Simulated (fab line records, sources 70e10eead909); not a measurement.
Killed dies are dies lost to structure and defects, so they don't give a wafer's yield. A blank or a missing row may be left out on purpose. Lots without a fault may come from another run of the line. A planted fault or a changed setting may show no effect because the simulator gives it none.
A struck lot beside a sound one | flow nand_harc | 14 steps out of a route of 1302
Sound: wafers L429.1, L429.2, L429.5. Struck: wafers L441.1, L441.2, L441.5. The cause comes at the end.
At each step with rows: each side's tool, then ch and its chambers, then its first start. Under that, the readings that differ: sound wafers | struck wafers | difference of the means | sigmas: that difference in standard deviations of wafers without a fault.
alike: readings whose means differ by less than 2 such deviations, and words and numbers that are the same on both sides. not compared: withheld readings, readings that some wafer has no value for, bounds like >300 that may hide the same value, and numbers for which the record gives no deviation and whose values overlap.
The two part at a step that has a row with sigmas, a row that says differs or no value, or rows on one side only. Numbers that don't overlap but have no deviation are shown without sigmas and don't part them. A reading that every wafer of one side lacks parts them only if that side has two wafers or more.

NHARC_P_GATE_RTA_64: time 1 s.
  sound on rtp_anneal-01 ch 0, day 5 15:22; struck on rtp_anneal-02 ch 0, day 10 14:22
  reading             | sound          | struck         | difference | sigmas
  lamp_power_pct (%)  | 30.6 30.6 30.6 | 33.0 33.0 33.0 | +2.4       | +2
  lamp_zone_3_pct (%) | 30.6 30.6 30.6 | 32.9 33.0 33.0 | +2.4       | +2
  lamp_zone_4_pct (%) | 30.6 30.6 30.6 | 32.9 33.0 33.0 | +2.4       | +2
  alike: wafer_temp_C_max
then, 5 steps without rows for these wafers: NHARC_P_GATE_ETCH_77 (etches SiO2 in dHF, target depth 6 nm); NHARC_P_GATE_DEGAS_109 (time 60 s); NHARC_P_GATE_PRE_CLEAN_110 (time 30 s); NHARC_P_GATE_SPUTTER_78 (material Ni, target thk 10 nm); NHARC_P_GATE_SPUTTER_79 (material TiN, target thk 10 nm).
NHARC_P_GATE_RTA_80: time 30 s.
  sound on rtp_anneal-02 ch 0, day 5 15:59; struck on rtp_anneal-01 ch 0, day 10 15:07
  alike: wafer_temp_C_max
then, 1 step without rows for these wafers: NHARC_P_GATE_STRIP_67 (strips in SPM, time 600 s).
NHARC_P_GATE_RTA_82: time 30 s.
  sound on rtp_anneal-01 ch 0, day 5 16:26; struck on rtp_anneal-01 ch 0, day 10 15:37
  alike: lamp_power_pct, lamp_zone_3_pct, lamp_zone_4_pct, wafer_temp_C_max
NHARC_P_GATE_INSPECT_68:
  sound on defect_inspect-01, day 5 16:38; struck on defect_inspect-01, day 10 15:49
  alike: raw_defect_count
NHARC_P_CONTACT_DEP_30: deposits SiNx, target thk 30 nm.
  sound on pecvd-02 ch 0,1, day 5 16:43; struck on pecvd-04 ch 0,1,2, day 10 15:55
  alike: heater_power_w
NHARC_P_CONTACT_DEP_00: deposits SiO2, target thk 500 nm.
  sound on pecvd-02 ch 0,1; struck on pecvd-04 ch 0,1,2
  alike: chamber_pressure_Torr, heater_power_w, throttle_valve_pct
NHARC_P_CONTACT_CMP_01: polishes SiO2, target thk 200 nm.
  sound on cmp-02 ch 1,2,3, day 5 17:32; struck on cmp-04 ch 1,3, day 10 16:37
  no value came back on the struck wafers for edge_zone_pressure_frac, motor_current_A (A), retaining_ring_pressure_frac; on the sound wafers edge_zone_pressure_frac reads 1.002 1.001 1.006
-- the record jumps here: 18 days lie between the struck wafers' starts before and after (it left off in module P_CONTACT and takes up again in module END, whose first step shown is number 1302 of the route) --
NHARC_END_SORT_01:
  the record has rows for the struck wafers here (prober-01 ch 0, day 28 16:08) and none for the sound ones

WHERE THEY PART
First at NHARC_P_GATE_RTA_64; last, within this record, at NHARC_END_SORT_01.

WHY: what the simulator had put in
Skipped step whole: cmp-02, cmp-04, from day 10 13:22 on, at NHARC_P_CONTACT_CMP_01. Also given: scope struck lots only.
